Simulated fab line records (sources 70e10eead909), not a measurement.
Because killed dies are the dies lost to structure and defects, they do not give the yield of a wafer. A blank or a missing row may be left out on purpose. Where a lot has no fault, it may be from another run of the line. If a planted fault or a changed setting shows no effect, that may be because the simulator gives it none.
fab line records -- flow nand-harc
record lots=13, wafers=39, last-day=22
route steps=1159 shown P_ZERO_WELL@46 P_STI@87 P_GATE@119
lots that met no fault: taken from a fault-free run of the same line
start-h: hours from the record's opening day to when the first of the lot's shown wafers began -- wait-h: hours from the lot's prior step to this one -- " as in the row above -- L1.1+2: several wafers, shown together as one row -- - no value present, or no start provided -- * or withheld: withheld -- < > ~ a bound
route shown NAME@n: a module of which the file shows steps, and the number in the route of the first -- usual: mean and standard deviation over wafers with no fault -- same: alike in all rows -- chamber/n: place in a boat -- sites: per-site readings -- _std_site: standard deviation across them -- _edge_site: outer sites' mean less inner sites' -- radius-mm: for every site, how far away it sits from the centre of the wafer -- mask NAME#n: copy n -- behind: the most recent tool/chamber to have shaped the wafer -- hold: reason for holding the lot/hours on hold/outcome of the hold -- device: the transistor (n, p or np) that didn't switch -- end of line: the same wafers' tests at the end of the route -- step lacking rows: just its recipe -- killed: the dies lost at the first sort to structure and to defects; this is not the yield of the wafer -- map: shows each die of a wafer: x if killed, . if not, _ if none is there
set.NAME: the setting that was run; set.NAME@STEP: the one run at that earlier step -- model.NAME: the simulator's own value behind a step, which no gauge read
route steps across a sampled set of lots; one table per step, one row per wafer
services: a tool's chamber out of use, with start hour (start-h, from the record's first day; less than 0 if before it), hours out, and reason
## steps
# step NHARC_P_ZERO_WELL_DESCUM_39
# recipe time-s=3, o2-flow-sccm=200, ar-flow-sccm=0, bias-power-w=0, chemistry=O2
# usual drypump-motor-current-A=5.7/0.46, oes-product-au=1.001/0.011, rf-vpp-V=57.7/0.98, showerhead-plenum-p-Torr=1.93/0.08, throttle-valve-pct=11.311/0.0076
lot.wafer,tool,chamber,start-h,wait-h,drypump-motor-current-A,oes-product-au,rf-hours-counter-h,rf-vpp-V,showerhead-plenum-p-Torr,throttle-valve-pct
L141.4,rie-diel-13,1,16.41,-,5.7,1.006,7,56.8,2.01,11.305
L141.1,rie-diel-13,2,16.41,-,5.8,1.014,6,58.7,1.90,11.317
L141.3,rie-diel-13,3,16.41,-,4.6,0.992,7,57.3,1.96,11.305
L142.1,rie-diel-10,2,22.31,-,5.9,1.010,1,57.0,2.00,11.316
L142.3,rie-diel-10,0,22.31,-,5.9,0.993,1,57.9,1.90,11.302
L142.6,rie-diel-10,2,22.31,-,5.9,1.004,-,57.9,2.00,11.317
L143.2,rie-diel-10,2,28.28,-,5.9,1.010,1,59.3,2.00,11.315
L143.5,rie-diel-10,0,28.28,-,5.9,0.982,-,57.9,1.90,11.316
L143.6,rie-diel-10,2,28.28,-,6.0,1.011,-,58.1,2.00,11.303
L144.3,rie-diel-10,0,34.38,-,5.9,0.985,2,57.9,1.90,11.308
L144.2,rie-diel-10,3,34.38,-,5.8,1.005,1,57.6,1.80,11.305
L144.4,rie-diel-10,3,34.38,-,5.9,0.996,-,57.8,1.80,11.309
L145.4,rie-diel-13,3,40.28,-,4.6,1.000,8,58.1,1.96,11.303
L145.3,rie-diel-13,1,40.28,-,5.7,0.990,8,58.9,2.01,11.309
L145.6,rie-diel-13,3,40.28,-,4.6,1.001,-,57.3,1.96,11.315
L146.3,rie-diel-01,2,46.42,-,5.6,1.005,6,55.8,1.79,11.299
L146.4,rie-diel-01,0,46.42,-,6.2,1.010,5,59.1,1.84,11.314
L146.5,rie-diel-01,3,46.42,-,6.3,1.013,-,59.2,2.03,11.320
L147.2,rie-diel-10,1,52.30,-,5.3,0.998,3,59.1,1.97,11.301
L147.5,rie-diel-10,3,52.30,-,5.8,1.012,-,57.3,1.80,11.304
L147.6,rie-diel-10,0,52.30,-,5.9,0.996,-,58.2,1.90,11.308
L148.2,rie-diel-10,1,58.41,-,5.3,1.005,3,59.1,1.97,11.319
L148.4,rie-diel-10,2,58.41,-,5.9,1.019,4,55.4,2.00,11.314
L148.3,rie-diel-10,3,58.41,-,5.8,0.991,3,56.1,1.80,11.296
L149.4,rie-diel-10,1,65.01,-,5.4,0.998,3,58.1,1.97,11.315
L149.1,rie-diel-10,3,65.01,-,5.9,0.987,3,56.8,1.80,11.297
L149.6,rie-diel-10,2,65.01,-,5.9,1.003,-,58.4,2.00,11.311
L151.2,rie-diel-13,0,76.29,-,5.7,0.993,10,56.9,1.89,11.310
L151.1,rie-diel-13,1,76.29,-,5.7,0.995,11,57.0,2.01,11.310
L151.3,rie-diel-13,3,76.29,-,4.6,1.020,10,57.6,1.96,11.304
L152.3,rie-diel-13,2,82.30,-,5.8,1.012,9,58.2,1.90,11.317
L152.6,rie-diel-13,0,82.30,-,5.8,0.997,-,57.6,1.89,11.315
L152.5,rie-diel-13,1,82.30,-,5.7,1.001,-,57.7,2.01,11.312
L153.1,rie-diel-01,2,88.09,-,5.6,1.007,9,57.4,1.79,11.296
L153.4,rie-diel-01,3,88.09,-,6.3,1.008,6,57.4,2.03,11.310
L153.3,rie-diel-01,0,88.09,-,6.2,1.015,8,58.2,1.84,11.309
L158.1,rie-diel-13,1,118.44,-,5.7,0.994,1,58.3,2.01,11.308
L158.3,rie-diel-13,2,118.44,-,5.8,1.004,1,56.4,1.90,11.308
L158.6,rie-diel-13,3,118.44,-,4.7,0.992,-,57.4,1.96,11.310
# step NHARC_P_STI_DESCUM_14
# recipe time-s=3, o2-flow-sccm=200, ar-flow-sccm=0, bias-power-w=0, chemistry=O2
# usual drypump-motor-current-A=5.81/0.28, oes-product-au=1.001/0.012, rf-vpp-V=57.7/0.82, showerhead-plenum-p-Torr=1.88/0.071, throttle-valve-pct=11.311/0.0095
lot.wafer,tool,chamber,start-h,wait-h,drypump-motor-current-A,oes-product-au,rf-hours-counter-h,rf-vpp-V,showerhead-plenum-p-Torr,throttle-valve-pct
L143.2,rie-diel-09,0,44.01,-,6.13,0.997,7.8,58.7,1.92,11.305
L143.5,rie-diel-09,0,44.01,-,6.11,1.000,-,58.7,1.92,11.299
L143.6,rie-diel-09,1,44.01,-,5.78,0.991,-,58.7,1.88,11.318
L141.3,rie-diel-07,3,44.05,-,5.75,0.999,3.3,58.8,1.86,11.303
L141.4,rie-diel-07,0,44.05,-,6.10,0.996,3.0,58.1,2.03,11.308
L141.1,rie-diel-07,2,44.05,-,5.50,1.015,3.4,58.2,1.88,11.300
L142.3,rie-diel-07,3,44.21,-,5.74,1.008,3.3,56.2,1.86,11.318
L142.1,rie-diel-07,0,44.21,-,6.11,0.989,3.0,58.6,2.03,11.323
L142.6,rie-diel-07,2,44.21,-,5.50,1.018,-,57.2,1.88,11.329
L144.4,rie-diel-09,2,56.37,-,6.32,1.021,7.2,58.3,1.81,11.296
L144.2,rie-diel-09,0,56.37,-,6.07,1.003,8.7,59.7,1.92,11.309
L144.3,rie-diel-09,1,56.37,-,5.80,1.002,8.4,58.4,1.88,11.303
L145.3,rie-diel-09,0,56.54,-,6.09,1.018,8.8,57.9,1.92,11.329
L145.4,rie-diel-09,1,56.54,-,5.78,1.009,8.5,57.0,1.88,11.317
L145.6,rie-diel-09,0,56.54,-,6.10,1.000,-,58.6,1.92,11.320
L146.4,rie-diel-07,2,66.62,-,5.50,0.993,0.0,58.7,1.88,11.299
L146.3,rie-diel-07,0,66.62,-,6.11,0.985,0.0,58.4,2.03,11.316
L146.5,rie-diel-07,2,66.62,-,5.51,0.982,-,56.9,1.88,11.325
L147.2,rie-diel-07,1,71.36,-,5.72,0.988,0.2,56.9,1.94,11.309
L147.5,rie-diel-07,3,71.36,-,5.73,0.985,-,57.1,1.86,11.327
L147.6,rie-diel-07,0,71.36,-,6.10,0.992,-,58.5,2.03,11.320
L148.4,rie-diel-07,2,77.32,-,5.50,0.993,0.3,59.3,1.88,11.334
L148.2,rie-diel-07,3,77.32,-,5.72,1.005,0.3,59.1,1.86,11.296
L148.3,rie-diel-07,0,77.32,-,6.09,0.998,0.3,59.0,2.03,11.307
L149.1,rie-diel-09,0,87.48,-,6.12,1.005,0.0,56.9,1.92,11.319
L149.4,rie-diel-09,1,87.48,-,5.79,1.001,0.1,57.4,1.88,11.313
L149.6,rie-diel-09,3,87.48,-,6.01,1.011,-,59.1,1.82,11.291
L151.1,rie-diel-05,3,97.42,-,5.30,1.014,3.5,57.8,1.91,11.316
L151.2,rie-diel-05,0,97.42,-,5.72,0.994,3.6,56.4,1.95,11.309
L151.3,rie-diel-05,1,97.42,-,5.42,1.005,3.5,57.5,1.79,11.320
L152.3,rie-diel-09,1,102.65,-,5.81,0.993,1.8,58.6,1.88,11.305
L152.6,rie-diel-09,2,102.65,-,6.31,1.006,-,57.7,1.80,11.317
L152.5,rie-diel-09,3,102.65,-,6.01,1.006,-,57.0,1.81,11.301
L153.1,rie-diel-05,1,106.92,-,5.40,1.022,4.0,57.0,1.79,11.319
L153.3,rie-diel-05,2,106.92,-,5.77,1.001,4.1,56.3,1.79,11.322
L153.4,rie-diel-05,0,106.92,-,5.71,0.986,4.1,57.2,1.95,11.322
L158.3,rie-diel-07,1,135.11,-,5.73,0.986,1.9,58.0,1.94,11.326
L158.1,rie-diel-07,0,135.11,-,6.11,0.996,1.9,58.5,2.03,11.316
L158.6,rie-diel-07,2,135.11,-,5.50,0.993,-,57.5,1.88,11.311
# step NHARC_P_GATE_EXPOSE_08
# recipe na=0.6, dose-mj=16.75, mask-id=P_HV
# usual stage-vel-mm-s=500.02/0.24
lot.wafer,tool,chamber,start-h,wait-h,mask,stage-vel-mm-s
L141.1,krf-scanner-01,0,79.04,-,P_HV#0,500.11
L141.3,krf-scanner-01,0,79.04,-,P_HV#0,500.18
L141.4,krf-scanner-01,0,79.04,-,P_HV#0,500.25
L143.2,krf-scanner-04,0,79.20,-,P_HV#0,500.24
L143.5,krf-scanner-04,0,79.20,-,P_HV#0,500.15
L143.6,krf-scanner-04,0,79.20,-,P_HV#0,500.52
L142.1,krf-scanner-04,0,79.23,-,P_HV#0,500.14
L142.3,krf-scanner-04,0,79.23,-,P_HV#0,499.74
L142.6,krf-scanner-04,0,79.23,-,P_HV#0,500.08
L144.2,krf-scanner-04,0,94.25,-,P_HV#0,499.88
L144.3,krf-scanner-04,0,94.25,-,P_HV#0,499.60
L144.4,krf-scanner-04,0,94.25,-,P_HV#0,499.97
L145.3,krf-scanner-01,0,94.42,-,P_HV#0,499.97
L145.4,krf-scanner-01,0,94.42,-,P_HV#0,500.35
L145.6,krf-scanner-01,0,94.42,-,P_HV#0,499.96
L146.3,krf-scanner-04,0,101.63,-,P_HV#0,499.95
L146.4,krf-scanner-04,0,101.63,-,P_HV#0,499.74
L146.5,krf-scanner-04,0,101.63,-,P_HV#0,500.15
L147.2,krf-scanner-04,0,112.16,-,P_HV#0,500.33
L147.5,krf-scanner-04,0,112.16,-,P_HV#0,499.81
L147.6,krf-scanner-04,0,112.16,-,P_HV#0,499.81
L148.2,krf-scanner-03,0,117.70,-,P_HV#0,500.05
L148.3,krf-scanner-03,0,117.70,-,P_HV#0,500.03
L148.4,krf-scanner-03,0,117.70,-,P_HV#0,500.23
L149.1,krf-scanner-01,0,127.88,-,P_HV#0,500.29
L149.4,krf-scanner-01,0,127.88,-,P_HV#0,499.86
L149.6,krf-scanner-01,0,127.88,-,P_HV#0,499.80
L151.1,krf-scanner-03,0,140.19,-,P_HV#0,499.87
L151.2,krf-scanner-03,0,140.19,-,P_HV#0,499.80
L151.3,krf-scanner-03,0,140.19,-,P_HV#0,499.94
L152.3,krf-scanner-03,0,152.19,-,P_HV#0,499.87
L152.5,krf-scanner-03,0,152.19,-,P_HV#0,499.98
L152.6,krf-scanner-03,0,152.19,-,P_HV#0,499.95
L153.1,krf-scanner-04,0,152.34,-,P_HV#0,500.21
L153.3,krf-scanner-04,0,152.34,-,P_HV#0,500.29
L153.4,krf-scanner-04,0,152.34,-,P_HV#0,500.08
L158.1,krf-scanner-04,0,167.60,-,P_HVPW#0,499.74
L158.3,krf-scanner-04,0,167.60,-,P_HVPW#0,499.98
L158.6,krf-scanner-04,0,167.60,-,P_HVPW#0,499.86
# step NHARC_P_GATE_CD_MEAS_11
# recipe target-cd-nm=1640, landing-energy-ev=500
# usual cd-nm=1638.9/2.1
lot.wafer,tool,chamber,start-h,wait-h,cd-nm
L141.1,cd-sem-01,0,79.19,-,1640.5
L141.3,cd-sem-01,0,79.19,-,1636.8
L141.4,cd-sem-01,0,79.19,-,1640.2
L143.2,cd-sem-03,0,79.36,-,1642.4
L143.5,cd-sem-03,0,79.36,-,1636.8
L143.6,cd-sem-03,0,79.36,-,1638.5
L142.1,cd-sem-02,0,79.39,-,1639.2
L142.3,cd-sem-02,0,79.39,-,1636.5
L142.6,cd-sem-02,0,79.39,-,1637.5
L144.2,cd-sem-02,0,94.41,-,1637.9
L144.3,cd-sem-02,0,94.41,-,1641.1
L144.4,cd-sem-02,0,94.41,-,1639.7
L145.3,cd-sem-03,0,94.57,-,1638.2
L145.4,cd-sem-03,0,94.57,-,1640.7
L145.6,cd-sem-03,0,94.57,-,1640.6
L146.3,cd-sem-01,0,101.78,-,1638.1
L146.4,cd-sem-01,0,101.78,-,1641.8
L146.5,cd-sem-01,0,101.78,-,1639.4
L147.2,cd-sem-01,0,112.31,-,1638.0
L147.5,cd-sem-01,0,112.31,-,1638.8
L147.6,cd-sem-01,0,112.31,-,1642.8
L148.2,cd-sem-03,0,117.85,-,1641.3
L148.3,cd-sem-03,0,117.85,-,1638.5
L148.4,cd-sem-03,0,117.85,-,1640.6
L149.1,cd-sem-03,0,128.04,-,1639.2
L149.4,cd-sem-03,0,128.04,-,1638.6
L149.6,cd-sem-03,0,128.04,-,1641.2
L151.1,cd-sem-01,0,140.34,-,1639.9
L151.2,cd-sem-01,0,140.34,-,1639.9
L151.3,cd-sem-01,0,140.34,-,1639.4
L152.3,cd-sem-03,0,152.34,-,1640.1
L152.5,cd-sem-03,0,152.34,-,1637.5
L152.6,cd-sem-03,0,152.34,-,1638.9
L153.1,cd-sem-03,0,152.49,-,1639.0
L153.3,cd-sem-03,0,152.49,-,1639.8
L153.4,cd-sem-03,0,152.49,-,1640.0
L158.1,cd-sem-03,0,167.75,-,-
L158.3,cd-sem-03,0,167.75,-,-
L158.6,cd-sem-03,0,167.75,-,-
# step NHARC_P_GATE_STRIP_108
# recipe o2-flow-sccm=500, ar-flow-sccm=0, bias-w=0, chemistry=O2
# usual drypump-motor-current-A=5.7/0.38, oes-product-au=1.001/0.013, rf-vpp-V=57.8/0.96, showerhead-plenum-p-Torr=3.53/0.17, throttle-valve-pct=17.037/0.0098
lot.wafer,tool,chamber,start-h,wait-h,drypump-motor-current-A,oes-product-au,rf-hours-counter-h,rf-vpp-V,showerhead-plenum-p-Torr,throttle-valve-pct
L143.2,rie-diel-12,2,96.62,-,6.0,0.995,13,57.3,3.78,17.025
L143.6,rie-diel-12,2,96.62,-,6.0,0.982,-,58.9,3.78,17.036
L143.5,rie-diel-12,3,96.62,-,6.0,1.019,-,57.4,3.67,17.049
L142.3,rie-diel-12,2,97.31,-,6.0,0.990,13,58.9,3.78,17.036
L142.1,rie-diel-12,3,97.31,-,6.0,1.016,13,57.8,3.66,17.035
L142.6,rie-diel-12,1,97.31,-,5.4,0.989,-,57.8,3.42,17.022
L141.4,rie-diel-03,1,98.49,-,5.3,0.988,21,56.6,3.43,17.020
L141.1,rie-diel-03,2,98.49,-,5.7,0.999,20,56.2,3.67,17.049
L141.3,rie-diel-03,0,98.49,-,5.7,1.007,19,57.2,3.59,17.037
L144.4,rie-diel-02,1,108.97,-,5.4,0.995,48,55.8,3.33,17.033
L144.2,rie-diel-02,3,108.97,-,6.7,0.989,48,58.1,3.74,17.043
L144.3,rie-diel-02,0,108.97,-,5.4,0.994,49,59.1,3.70,17.023
L145.3,rie-diel-02,1,109.22,-,5.4,1.001,48,58.4,3.33,17.047
L145.4,rie-diel-02,2,109.22,-,6.5,0.998,42,59.8,3.30,17.034
L145.6,rie-diel-02,1,109.22,-,5.4,1.003,-,57.0,3.33,17.052
L146.3,rie-diel-03,3,116.46,-,5.2,0.999,20,58.6,3.42,17.038
L146.4,rie-diel-03,1,116.46,-,5.3,0.996,25,57.4,3.43,17.017
L146.5,rie-diel-03,3,116.46,-,5.2,1.009,-,58.2,3.42,17.027
L147.2,rie-diel-12,0,127.89,-,6.1,1.006,19,58.4,3.31,17.037
L147.5,rie-diel-12,0,127.89,-,6.1,1.004,-,56.9,3.31,17.048
L147.6,rie-diel-12,1,127.89,-,5.4,1.001,-,58.7,3.41,17.054
L148.3,rie-diel-12,0,132.83,-,6.1,1.003,19,56.8,3.31,17.042
L148.2,rie-diel-12,2,132.83,-,6.0,1.000,19,58.0,3.78,17.035
L148.4,rie-diel-12,3,132.83,-,5.9,1.026,19,57.3,3.66,17.042
L149.4,rie-diel-03,2,143.20,-,5.7,0.996,34,60.4,3.66,17.033
L149.1,rie-diel-03,3,143.20,-,5.2,0.989,29,58.7,3.42,17.052
L149.6,rie-diel-03,0,143.20,-,5.7,0.998,-,58.1,3.59,17.034
L151.3,rie-diel-12,1,155.69,-,5.4,1.002,24,57.9,3.41,17.037
L151.2,rie-diel-12,3,155.69,-,6.0,1.019,23,57.3,3.66,17.018
L151.1,rie-diel-12,0,155.69,-,6.1,1.009,24,57.8,3.31,17.034
L152.3,rie-diel-03,1,167.67,-,5.3,0.990,44,57.4,3.42,17.013
L152.5,rie-diel-03,2,167.67,-,5.8,1.014,-,59.0,3.66,17.026
L152.6,rie-diel-03,3,167.67,-,5.2,1.001,-,55.8,3.41,17.052
L153.1,rie-diel-03,2,167.78,-,5.8,0.997,45,57.3,3.66,17.026
L153.3,rie-diel-03,0,167.78,-,5.7,1.006,40,56.5,3.58,17.029
L153.4,rie-diel-03,1,167.78,-,5.3,0.986,44,57.2,3.42,17.035
L158.3,rie-diel-12,2,187.87,-,5.9,1.003,29,56.5,3.77,17.028
L158.1,rie-diel-12,1,187.87,-,5.4,0.994,30,57.2,3.41,17.034
L158.6,rie-diel-12,2,187.87,-,6.0,0.996,-,58.3,3.77,17.037
## services
tool,chamber,start-h,hours,kind
rie-diel-07,3,-5.03,2.9,repair
krf-scanner-03,-,-4.00,4.0,pm
rie-diel-03,3,-0.80,4.0,repair
rie-diel-10,-,-0.50,9.0,pm
rie-diel-12,-,25.40,9.0,pm
rie-diel-10,3,27.28,6.4,repair
krf-scanner-04,-,28.44,0.5,repair
rie-diel-10,1,32.53,7.7,repair
rie-diel-03,-,38.31,9.0,pm
rie-diel-07,-,51.20,9.0,pm
rie-diel-03,3,56.95,11.2,repair
rie-diel-13,3,61.38,9.4,repair
rie-diel-09,-,77.10,9.0,pm
rie-diel-12,-,94.36,0.2,repair
rie-diel-13,2,94.41,8.3,repair
rie-diel-13,3,97.22,4.7,repair
rie-diel-13,-,99.23,9.0,pm
rie-diel-12,-,102.47,0.4,repair
krf-scanner-04,-,126.00,4.0,pm
rie-diel-09,-,129.31,0.2,repair
rie-diel-03,0,133.06,6.9,repair
rie-diel-13,2,144.91,2.9,repair
rie-diel-07,3,170.15,20.9,repair
rie-diel-10,-,176.50,9.0,pm
## key
first-sign step=NHARC_P_GATE_EXPOSE_08, reading=mask, direction=changed
effect step=NHARC_P_GATE_CD_MEAS_11, reading=cd-nm, direction=missing
met-at NHARC_P_GATE_EXPOSE_08
struck-lots L158
later-rows-left-out L158.1,L158.3,L158.6
sort-left-out L158.1,L158.3,L158.6
tester-left-out L158
not-acting-at NHARC_P_ZERO_WELL_DESCUM_39,NHARC_P_STI_DESCUM_14,NHARC_P_GATE_STRIP_108
onset-between 152.34 167.60
fault kind=wrong-mask, tool=any, chamber=-, onset-h=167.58, steps=NHARC_P_GATE_EXPOSE_08, aux-copy=P_HVPW#0, scope=struck-lots-only
# tester-left-out: of these lots the tester's yield and bins aren't shown, on N5 and GAA mostly nor the transistor test; their killed dies are dies lost to structure and defects alone, not to doping, threshold or leakage, so they don't give the yield
# sort-left-out: the simulated sort isn't trusted on such a fault, so these wafers' sort isn't shown, and their yield isn't known
# later-rows-left-out: the simulator's readings of these wafers behind a module that went badly wrong aren't trusted and aren't shown, but for the sort
